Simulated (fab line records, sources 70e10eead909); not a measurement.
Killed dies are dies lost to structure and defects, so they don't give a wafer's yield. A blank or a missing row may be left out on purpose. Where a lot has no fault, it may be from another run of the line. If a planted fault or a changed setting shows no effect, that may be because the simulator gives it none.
fab line records -- flow nand_harc
[record] lots = 11, wafers = 30, last_day = 34
route steps=1302 shown A_CHANNEL_HOLE_D2@571 END@1302
lots that met no fault: taken from a fault-free run of the same line
start_h: the number of hours between the record's first day and the start of the first shown wafer of the lot -- wait_h: how many hours have passed since the lot's step before this one -- " unchanged from the row above -- L1.1+2: a single row standing in for several wafers -- - no value, or no start given -- * or withheld: withheld -- < > ~ a bound
route shown NAME@n: names a module that has steps shown in the file, with the first one's number in the route -- usual: average and standard deviation across the fault-free wafers -- same: alike in all rows -- chamber/n: place in a boat -- sites: per-site readings -- _std_site: standard deviation across them -- _edge_site: inner sites' mean taken away from outer sites' mean -- radius_mm: for every site, how far away it sits from the centre of the wafer -- mask NAME#n: copy n -- behind: the last tool/chamber to shape the wafer -- hold: reason for holding the lot/hours on hold/outcome of the hold -- device: the n, p or np transistor that did not switch -- end of line: at the end of the route, the tests of the same wafers -- a step with no rows: only its recipe -- killed: the dies lost at the first sort to structure and to defects; this is not the yield of the wafer -- map: a wafer's dies, marking killed ones x, the rest . and places with no die _
set.NAME: the setting that was run; set.NAME@STEP: the one run at that earlier step -- model.NAME: the simulator's own value behind a step, which no gauge read
steps of the route over a sample of lots; a table a step, a row a wafer
services: a tool's chamber out of use, with start hour (start_h, from the record's first day; less than 0 if before it), hours out, and reason
[[steps]]
[step NHARC_A_CHANNEL_HOLE_D2_DEP_01]
[recipe] target_thk_a = 1400, target_thk_nm = 140, temp_c = 400, pressure_torr = 3.5, flow_sccm = 200, rf_w = 350, material = SiON
[usual] heater_power_w = 753/94, showerhead_vpp_V = 1178/53
lot.wafer,tool,chamber,start_h,wait_h,heater_power_w,showerhead_vpp_V
L102.3,pecvd-03,1,314.90,1.0,911,1144
L102.6,pecvd-03,0,314.90,1.0,811,1257
L102.5,pecvd-03,2,314.90,1.0,684,1228
L111.2,pecvd-03,2,385.93,1.3,660,1224
L111.6,pecvd-03,1,385.93,1.3,874,1149
L110.3,pecvd-04,0,387.34,1.0,844,1148
L110.4,pecvd-04,1,387.34,1.0,793,1206
L112.2,pecvd-04,0,410.51,1.4,897,1145
L112.4,pecvd-04,1,410.51,1.4,684,1181
L113.2,pecvd-04,2,410.84,1.3,870,1053
L113.1,pecvd-04,1,410.84,1.3,674,1203
L113.5,pecvd-04,1,410.84,1.3,674,1207
L115.6,pecvd-02,1,454.47,0.1,707,1136
L115.5,pecvd-02,2,454.47,0.1,746,1144
L115.4,pecvd-02,0,454.47,0.1,705,1224
L116.3,pecvd-03,2,454.64,1.0,620,1244
L116.6,pecvd-03,2,454.64,1.0,644,1218
L116.4,pecvd-03,0,454.64,1.0,787,1262
L120.2,pecvd-02,0,491.78,1.3,648,1259
L120.4,pecvd-02,0,491.78,1.3,653,1240
L120.3,pecvd-02,2,491.78,1.3,663,1102
L122.3,pecvd-03,0,510.58,1.0,896,1248
L122.1,pecvd-03,2,510.58,1.0,582,1212
L122.6,pecvd-03,2,510.58,1.0,598,1203
L123.2,pecvd-02,1,511.60,1.3,652,1173
L123.5,pecvd-02,0,511.60,1.3,679,1262
L123.4,pecvd-02,2,511.60,1.3,698,1130
L124.1,pecvd-03,2,519.65,1.9,605,1223
L124.3,pecvd-03,1,519.65,1.9,954,1148
L124.4,pecvd-03,2,519.65,1.9,631,1220
[step NHARC_A_CHANNEL_HOLE_D2_PEB_08]
[recipe] peb_temp_c = 100, peb_time_s = 65
[usual] chill_plate_temp_C = 23.02/0.11, heater_power_total_W = 156.6/0.41
lot.wafer,tool,chamber,start_h,wait_h,chill_plate_temp_C,heater_power_total_W
L102.3,litho_track-06,0,315.51,0.0,22.96,157.2
L102.5,litho_track-06,0,315.51,0.0,23.02,157.0
L102.6,litho_track-06,0,315.51,0.0,22.92,156.7
L111.2,litho_track-06,0,386.52,0.1,22.96,157.0
L111.6,litho_track-06,0,386.52,0.1,23.07,181.7
L110.3,litho_track-06,0,387.83,0.0,23.03,156.5
L110.4,litho_track-06,0,387.83,0.0,23.08,182.3
L112.2,litho_track-06,0,411.10,0.1,23.16,156.0
L112.4,litho_track-06,0,411.10,0.1,23.16,183.0
L113.1,litho_track-01,0,411.48,0.1,22.97,156.6
L113.2,litho_track-01,0,411.48,0.1,22.92,157.0
L113.5,litho_track-01,0,411.48,0.1,22.95,156.8
L115.4,litho_track-01,0,454.90,0.0,23.02,156.9
L115.5,litho_track-01,0,454.90,0.0,23.13,157.2
L115.6,litho_track-01,0,454.90,0.0,23.07,156.9
L116.3,litho_track-01,0,455.27,0.1,23.06,156.0
L116.4,litho_track-01,0,455.27,0.1,23.10,156.9
L116.6,litho_track-01,0,455.27,0.1,22.98,157.0
L120.2,litho_track-01,0,492.50,0.1,22.99,157.0
L120.3,litho_track-01,0,492.50,0.1,22.96,156.8
L120.4,litho_track-01,0,492.50,0.1,23.00,156.7
L122.1,litho_track-06,0,511.25,0.1,22.96,156.6
L122.3,litho_track-06,0,511.25,0.1,22.93,156.8
L122.6,litho_track-06,0,511.25,0.1,22.92,156.8
L123.2,litho_track-01,0,512.21,0.1,23.30,156.3
L123.4,litho_track-01,0,512.21,0.1,23.04,156.5
L123.5,litho_track-01,0,512.21,0.1,23.17,156.5
L124.1,litho_track-06,0,520.17,0.1,22.87,157.1
L124.3,litho_track-06,0,520.17,0.1,23.00,157.2
L124.4,litho_track-06,0,520.17,0.1,22.91,156.8
[step NHARC_A_CHANNEL_HOLE_D2_CD_MEAS_10]
[recipe] target_cd_nm = 100, landing_energy_ev = 500
[usual] cd_nm = 99.9/0.53
lot.wafer,tool,chamber,start_h,wait_h,cd_nm
L102.3,cd_sem-01,0,315.59,-,98.8
L102.5,cd_sem-01,0,315.59,-,99.4
L102.6,cd_sem-01,0,315.59,-,98.7
L111.2,cd_sem-01,0,386.60,-,99.7
L111.6,cd_sem-01,0,386.60,-,91.3
L110.3,cd_sem-02,0,387.91,-,99.3
L110.4,cd_sem-02,0,387.91,-,91.6
L112.2,cd_sem-01,0,411.18,-,98.5
L112.4,cd_sem-01,0,411.18,-,91.4
L113.1,cd_sem-01,0,411.56,-,100.2
L113.2,cd_sem-01,0,411.56,-,100.8
L113.5,cd_sem-01,0,411.56,-,100.8
L115.4,cd_sem-01,0,454.98,-,100.3
L115.5,cd_sem-01,0,454.98,-,100.4
L115.6,cd_sem-01,0,454.98,-,99.7
L116.3,cd_sem-01,0,455.35,-,100.2
L116.4,cd_sem-01,0,455.35,-,99.3
L116.6,cd_sem-01,0,455.35,-,99.6
L120.2,cd_sem-03,0,492.58,-,100.2
L120.3,cd_sem-03,0,492.58,-,100.4
L120.4,cd_sem-03,0,492.58,-,100.2
L122.1,cd_sem-03,0,511.33,-,99.7
L122.3,cd_sem-03,0,511.33,-,100.2
L122.6,cd_sem-03,0,511.33,-,99.9
L123.2,cd_sem-01,0,512.29,-,100.3
L123.4,cd_sem-01,0,512.29,-,100.2
L123.5,cd_sem-01,0,512.29,-,100.3
L124.1,cd_sem-02,0,520.25,-,99.4
L124.3,cd_sem-02,0,520.25,-,99.6
L124.4,cd_sem-02,0,520.25,-,98.8
[step NHARC_A_CHANNEL_HOLE_D2_CD_MEAS_18]
[usual] cd_nm = 98.8/2.1
lot.wafer,tool,chamber,start_h,wait_h,cd_nm
L102.3,cd_sem-03,-,316.89,-,98.0
L102.5,cd_sem-03,-,316.89,-,95.3
L102.6,cd_sem-03,-,316.89,-,99.8
L111.2,cd_sem-03,-,387.90,-,99.4
L111.6,cd_sem-03,-,387.90,-,89.6
L110.3,cd_sem-02,-,389.49,-,96.6
L110.4,cd_sem-02,-,389.49,-,87.1
L112.2,cd_sem-01,-,412.48,-,97.8
L112.4,cd_sem-01,-,412.48,-,86.6
L113.1,cd_sem-03,-,413.06,-,97.5
L113.2,cd_sem-03,-,413.06,-,99.1
L113.5,cd_sem-03,-,413.06,-,98.2
L115.4,cd_sem-03,-,456.27,-,100.7
L115.5,cd_sem-03,-,456.27,-,102.6
L115.6,cd_sem-03,-,456.27,-,97.9
L116.3,cd_sem-02,-,456.64,-,98.1
L116.4,cd_sem-02,-,456.64,-,100.2
L116.6,cd_sem-02,-,456.64,-,95.6
L120.2,cd_sem-03,-,493.88,-,96.8
L120.3,cd_sem-03,-,493.88,-,97.0
L120.4,cd_sem-03,-,493.88,-,98.8
L122.1,cd_sem-01,-,512.62,-,98.8
L122.3,cd_sem-01,-,512.62,-,102.7
L122.6,cd_sem-01,-,512.62,-,101.0
L123.2,cd_sem-03,-,513.58,-,97.2
L123.4,cd_sem-03,-,513.58,-,99.1
L123.5,cd_sem-03,-,513.58,-,96.4
L124.1,cd_sem-01,-,521.55,-,98.3
L124.3,cd_sem-01,-,521.55,-,97.7
L124.4,cd_sem-01,-,521.55,-,100.3
[step NHARC_A_CHANNEL_HOLE_D2_ETCH_22]
[recipe] bias_v = 3000, source_w = withheld, pressure_mtorr = 20, time_s = 666.7, ar_flow_sccm = 375, c4f8_flow_sccm = 89.3, o2_flow_sccm = 35.7, temp_c = -20, target_depth_a = 16000, chemistry = C4F8/O2/Ar
[usual] drypump_motor_current_A = 5.69/0.22, oes_air_line_au = 0.996/0.021, showerhead_plenum_p_Torr = 3.64/0.091, throttle_valve_pct = 32.155/0.01
lot.wafer,tool,chamber,start_h,wait_h,drypump_motor_current_A,oes_air_line_au,rf_hours_counter_h,showerhead_plenum_p_Torr,throttle_valve_pct
L102.3,har_etch-02,0,318.10,0.4,5.35,0.961,-,3.73,32.141
L102.6,har_etch-02,1,318.10,0.4,5.76,1.002,-,3.72,32.142
L102.5,har_etch-02,0,318.10,0.4,5.36,0.973,-,3.73,32.163
L111.2,har_etch-01,1,396.69,0.4,5.67,0.980,215,3.67,32.147
L111.6,har_etch-01,1,396.69,0.4,5.65,0.984,-,3.67,32.136
L110.3,har_etch-02,1,399.61,0.4,5.80,0.988,-,3.70,32.165
L110.4,har_etch-02,0,399.61,0.4,5.35,1.000,-,3.71,32.171
L112.2,har_etch-02,0,413.42,0.4,5.36,0.986,16,3.71,32.153
L112.4,har_etch-02,1,413.42,0.4,5.73,0.987,-,3.70,32.148
L113.1,har_etch-01,0,413.99,0.4,5.94,1.010,230,3.49,32.159
L113.2,har_etch-01,1,413.99,0.4,5.70,0.995,230,3.66,32.167
L113.5,har_etch-01,0,413.99,0.4,5.94,0.971,-,3.49,32.124
L115.4,har_etch-01,1,457.40,0.4,5.68,1.018,-,3.65,32.160
L115.5,har_etch-01,1,457.40,0.4,5.68,1.036,-,3.65,32.171
L115.6,har_etch-01,0,457.40,0.4,5.97,1.036,-,3.48,32.145
L116.3,har_etch-02,1,460.01,0.4,5.79,0.976,-,3.68,32.165
L116.4,har_etch-02,0,460.01,0.4,5.36,1.004,-,3.69,32.180
L116.6,har_etch-02,1,460.01,0.4,5.76,1.010,-,3.68,32.169
L120.2,har_etch-02,0,494.82,0.4,5.36,0.985,66,3.68,32.157
L120.4,har_etch-02,0,494.82,0.4,5.35,0.972,-,3.68,32.167
L120.3,har_etch-02,1,494.82,0.4,5.78,0.981,-,3.67,32.149
L122.1,har_etch-01,0,513.57,0.4,5.95,1.011,280,3.46,32.164
L122.3,har_etch-01,1,513.57,0.4,5.69,1.029,-,3.63,32.165
L122.6,har_etch-01,1,513.57,0.4,5.69,0.986,-,3.63,32.158
L123.2,har_etch-02,1,514.52,0.4,5.76,1.007,77,3.66,32.157
L123.4,har_etch-02,1,514.52,0.4,5.79,1.015,-,3.66,32.156
L123.5,har_etch-02,1,514.52,0.4,5.78,1.019,-,3.66,32.153
L124.1,har_etch-01,1,522.49,0.4,5.65,0.955,284,3.63,32.165
L124.4,har_etch-01,1,522.49,0.4,5.68,1.020,-,3.63,32.159
L124.3,har_etch-01,0,522.49,0.4,5.95,1.011,-,3.46,32.152
[step NHARC_A_CHANNEL_HOLE_D2_ETCH_27]
[recipe] bias_v = 400, source_w = 2000, pressure_mtorr = 25, time_s = 90, ar_flow_sccm = 375, c4f8_flow_sccm = 41.7, o2_flow_sccm = 83.3, temp_c = -20, target_depth_a = 4000, chemistry = C4F8/O2/Ar
[usual] bias_v = 400/4.1, drypump_motor_current_A = 5.69/0.22, oes_air_line_au = 1.000/0.019, showerhead_plenum_p_Torr = 3.67/0.094, throttle_valve_pct = 27.620/0.009
lot.wafer,tool,chamber,start_h,wait_h,bias_v,drypump_motor_current_A,oes_air_line_au,rf_hours_counter_h,showerhead_plenum_p_Torr,throttle_valve_pct
L102.3,har_etch-02,0,321.02,0.2,399,5.36,1.019,-,3.77,27.611
L102.6,har_etch-02,1,321.02,0.2,403,5.79,1.019,-,3.76,27.626
L102.5,har_etch-02,0,321.02,0.2,399,5.36,0.989,-,3.77,27.617
L111.2,har_etch-01,1,399.80,0.2,390,5.68,0.977,218,3.70,27.628
L111.6,har_etch-01,1,399.80,0.2,400,5.66,0.967,-,3.70,27.619
L110.3,har_etch-02,1,402.57,0.2,404,5.77,1.026,-,3.74,27.620
L110.4,har_etch-02,0,402.57,0.2,404,5.36,1.001,-,3.75,27.624
L112.2,har_etch-02,0,416.57,0.2,396,5.36,0.988,19,3.75,27.612
L112.4,har_etch-02,1,416.57,0.2,399,5.81,0.980,-,3.73,27.621
L113.1,har_etch-01,0,417.11,0.2,406,5.93,1.017,233,3.52,27.635
L113.2,har_etch-01,1,417.11,0.2,405,5.67,1.014,233,3.69,27.631
L113.5,har_etch-01,0,417.11,0.2,403,5.93,1.011,-,3.52,27.603
L115.4,har_etch-01,1,460.35,0.2,400,5.65,1.009,-,3.69,27.622
L115.5,har_etch-01,1,460.35,0.2,393,5.64,1.035,-,3.69,27.624
L115.6,har_etch-01,0,460.35,0.2,399,5.93,1.024,-,3.51,27.619
L116.3,har_etch-02,1,463.01,0.2,399,5.78,0.997,-,3.72,27.611
L116.4,har_etch-02,0,463.01,0.2,397,5.35,1.000,-,3.73,27.632
L116.6,har_etch-02,1,463.01,0.2,402,5.75,1.013,-,3.72,27.630
L120.2,har_etch-02,0,497.91,0.2,403,5.36,0.974,69,3.72,27.640
L120.4,har_etch-02,0,497.91,0.2,398,5.37,1.005,-,3.72,27.624
L120.3,har_etch-02,1,497.91,0.2,399,5.80,0.975,-,3.71,27.628
L122.1,har_etch-01,0,516.67,0.2,400,5.97,1.007,283,3.49,27.625
L122.3,har_etch-01,1,516.67,0.2,401,5.67,0.987,-,3.67,27.605
L122.6,har_etch-01,1,516.67,0.2,400,5.69,1.008,-,3.67,27.618
L123.2,har_etch-02,1,517.62,0.2,400,5.79,1.026,80,3.70,27.613
L123.4,har_etch-02,1,517.62,0.2,393,5.77,1.012,-,3.70,27.622
L123.5,har_etch-02,1,517.62,0.2,398,5.78,1.010,-,3.70,27.637
L124.1,har_etch-01,1,525.61,0.2,397,5.69,0.969,287,3.66,27.638
L124.4,har_etch-01,1,525.61,0.2,401,5.70,1.014,-,3.66,27.611
L124.3,har_etch-01,0,525.61,0.2,397,5.97,0.987,-,3.49,27.623
[step NHARC_A_CHANNEL_HOLE_D2_CD_MEAS_31]
[usual] cd_nm = 89.9/1.3
lot.wafer,tool,chamber,start_h,wait_h,cd_nm
L102.3,cd_sem-03,-,322.48,-,88.3
L102.5,cd_sem-03,-,322.48,-,90.0
L102.6,cd_sem-03,-,322.48,-,87.3
L111.2,cd_sem-03,-,401.33,-,88.6
L111.6,cd_sem-03,-,401.33,-,82.4
L110.3,cd_sem-01,-,404.06,-,89.8
L110.4,cd_sem-01,-,404.06,-,81.8
L112.2,cd_sem-03,-,418.12,-,90.6
L112.4,cd_sem-03,-,418.12,-,83.4
L113.1,cd_sem-02,-,418.66,-,91.1
L113.2,cd_sem-02,-,418.66,-,90.0
L113.5,cd_sem-02,-,418.66,-,91.4
L115.4,cd_sem-03,-,461.84,-,88.7
L115.5,cd_sem-03,-,461.84,-,86.3
L115.6,cd_sem-03,-,461.84,-,90.3
L116.3,cd_sem-02,-,464.48,-,91.4
L116.4,cd_sem-02,-,464.48,-,87.8
L116.6,cd_sem-02,-,464.48,-,87.4
L120.2,cd_sem-03,-,499.46,-,89.3
L120.3,cd_sem-03,-,499.46,-,89.6
L120.4,cd_sem-03,-,499.46,-,88.2
L122.1,cd_sem-02,-,518.21,-,91.1
L122.3,cd_sem-02,-,518.21,-,90.4
L122.6,cd_sem-02,-,518.21,-,91.3
L123.2,cd_sem-03,-,519.16,-,89.1
L123.4,cd_sem-03,-,519.16,-,88.4
L123.5,cd_sem-03,-,519.16,-,87.5
L124.1,cd_sem-01,-,527.33,-,89.4
L124.3,cd_sem-01,-,527.33,-,91.7
L124.4,cd_sem-01,-,527.33,-,90.2
[step NHARC_A_CHANNEL_HOLE_D2_XSEM_32]
[recipe] landing_energy_ev = 35000
[usual] bot_cd_nm = 74.5/1.7, bow_nm = 8.58/0.23, tilt_deg = 0.06/0.045
lot.wafer,tool,chamber,start_h,wait_h,bot_cd_nm,bow_nm,tilt_deg
L102.3,xsem-02,0,322.57,0.1,72.7,8.25,0.06
L102.5,xsem-02,0,322.57,0.1,74.4,8.31,0.06
L102.6,xsem-02,0,322.57,0.1,71.4,8.29,0.06
L111.2,xsem-01,0,401.42,0.1,73.2,9.14,0.09
L111.6,xsem-01,0,401.42,0.1,67.5,9.19,0.09
L110.3,xsem-02,0,404.15,0.1,74.8,8.81,0.10
L110.4,xsem-02,0,404.15,0.1,66.6,8.73,0.10
L112.2,xsem-02,0,418.21,0.1,76.4,8.71,0.06
L112.4,xsem-02,0,418.21,0.1,68.8,8.83,0.06
L113.1,xsem-01,0,418.74,0.1,76.0,8.58,0.05
L113.2,xsem-01,0,418.74,0.1,74.9,8.52,0.05
L113.5,xsem-01,0,418.74,0.1,75.5,8.52,0.05
L115.4,xsem-01,0,461.93,0.1,73.4,8.66,0.04
L115.5,xsem-01,0,461.93,0.1,71.2,8.68,0.04
L115.6,xsem-01,0,461.93,0.1,74.1,8.67,0.04
L116.3,xsem-02,0,464.57,0.1,75.9,8.77,0.04
L116.4,xsem-02,0,464.57,0.1,72.4,8.74,0.04
L116.6,xsem-02,0,464.57,0.1,71.8,8.71,0.04
L120.2,xsem-02,0,499.55,0.1,73.5,8.38,0.04
L120.3,xsem-02,0,499.55,0.1,72.8,8.36,0.04
L120.4,xsem-02,0,499.55,0.1,71.2,8.33,0.04
L122.1,xsem-01,0,518.29,0.1,76.6,8.35,0.04
L122.3,xsem-01,0,518.29,0.1,76.6,8.38,0.04
L122.6,xsem-01,0,518.29,0.1,76.9,8.38,0.04
L123.2,xsem-02,0,519.26,0.1,73.8,8.48,0.03
L123.4,xsem-02,0,519.26,0.1,73.0,8.37,0.03
L123.5,xsem-02,0,519.26,0.1,73.2,8.44,0.03
L124.1,xsem-01,0,527.41,0.1,73.6,8.60,0.02
L124.3,xsem-01,0,527.41,0.1,75.2,8.54,0.02
L124.4,xsem-01,0,527.41,0.1,75.6,8.53,0.02
[step NHARC_END_SORT_01]
[recipe] temp_c = 25
[usual] killed_at_array = 64/18, killed_at_other = 0.8/1.1, killed_at_periphery = 3.8/2.7, killed_dies = 68/18, killed_open = 3.3/1.9, killed_short = 2.3/1.8
[same] gross_dies = 677
lot.wafer,tool,chamber,start_h,wait_h,killed_at_array,killed_at_other,killed_at_periphery,killed_dies,killed_open,killed_short
L111.6,prober-01,0,678.53,4.0,57,0,4,61,3,1
L112.4,prober-02,0,688.58,3.4,50,0,3,53,3,3
// killed by level:class
L111.6 A_SLIT:chamber_film_flake=26 A_CHANNEL_HOLE_D2:chamber_film_flake=12 A_CHANNEL_HOLE_D1:chamber_film_flake=8 A_CONTACT:chamber_film_flake=3 P_GATE:chamber_film_flake=2 A_BLC:chamber_film_flake=2 P_GATE:geometric_particle:open=1 A_CHANNEL_FILL_D1:geometric_particle:open=1
L112.4 A_CHANNEL_HOLE_D1:chamber_film_flake=35 A_WL_FILL:chamber_film_flake=3 P_STI:chamber_film_flake=2 A_CHANNEL_HOLE_D2:area_peb=2 P_CONTACT:geometric_particle:open=1 A_CHANNEL_FILL_D1:geometric_particle:short=1 A_CHANNEL_FILL_D1:geometric_particle:open=1 A_ONON_D2:geometric_particle:short=1
[[services]]
tool,chamber,start_h,hours,kind
litho_track-01,-,330.00,7.0,pm
litho_track-06,-,354.00,7.0,pm
pecvd-03,-,366.18,13.0,pm
pecvd-03,0,366.18,13.0,vent_cycle
pecvd-03,1,366.18,13.0,vent_cycle
pecvd-03,2,366.18,13.0,vent_cycle
xsem-01,-,374.00,14.0,pm
har_etch-02,-,377.39,17.0,pm
har_etch-02,0,377.39,17.0,vent_cycle
har_etch-02,1,377.39,17.0,vent_cycle
pecvd-03,0,379.18,-,clean
pecvd-03,1,379.18,-,clean
pecvd-03,2,379.18,-,clean
har_etch-02,0,394.39,-,clean
har_etch-02,1,394.39,-,clean
har_etch-02,1,394.39,-,consumable_replace:focus_ring
pecvd-02,-,408.23,13.0,pm
pecvd-02,0,408.23,13.0,vent_cycle
pecvd-02,1,408.23,13.0,vent_cycle
har_etch-01,-,439.13,15.9,repair
pecvd-04,-,450.38,13.0,pm
pecvd-02,1,471.41,25.9,repair
litho_track-01,-,505.00,7.0,pm
pecvd-02,2,513.72,5.7,repair
[[key]]
[first_sign] step = NHARC_A_CHANNEL_HOLE_D2_PEB_08, reading = heater_power_total_W, direction = up, sigmas = 62, usual = *, struck = *
[effect] step = NHARC_A_CHANNEL_HOLE_D2_CD_MEAS_10, reading = cd_nm, direction = down, sigmas = 16, usual = 99.9, struck = 91.4
[effect] step = NHARC_A_CHANNEL_HOLE_D2_CD_MEAS_18, reading = cd_nm, direction = down, sigmas = 5.3, usual = 98.8, struck = 87.8
[effect] step = NHARC_A_CHANNEL_HOLE_D2_CD_MEAS_31, reading = cd_nm, direction = down, sigmas = 5.5, usual = 89.9, struck = 82.5
[effect] step = NHARC_A_CHANNEL_HOLE_D2_XSEM_32, reading = bot_cd_nm, direction = down, sigmas = 4.1, usual = 74.5, struck = 67.6
met_at NHARC_A_CHANNEL_HOLE_D2_PEB_08
struck_lots L110,L111,L112
struck_wafers L110.4,L111.6,L112.4
sort_left_out L110.4
tester_left_out L110,L111,L112
not_acting_at NHARC_A_CHANNEL_HOLE_D2_DEP_01,NHARC_A_CHANNEL_HOLE_D2_ETCH_22,NHARC_A_CHANNEL_HOLE_D2_ETCH_27
onset_between 315.51 386.52
[fault] kind = process_parameter_drift, tool = litho_track-06, chamber = -, onset_h = 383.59, steps = NHARC_A_CHANNEL_HOLE_D2_PEB_08, channel = peb_time_s, offset = *, shape = step, end_h = 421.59, scope = struck_wafers_only, acts_in = *, stated = *
// tester_left_out: of these lots the tester's yield and bins aren't shown, on N5 and GAA mostly nor the transistor test; their killed dies are dies lost to structure and defects alone, not to doping, threshold or leakage, so they don't give the yield
// sort_left_out: the simulated sort isn't trusted on such a fault, so these wafers' sort isn't shown, and their yield isn't known
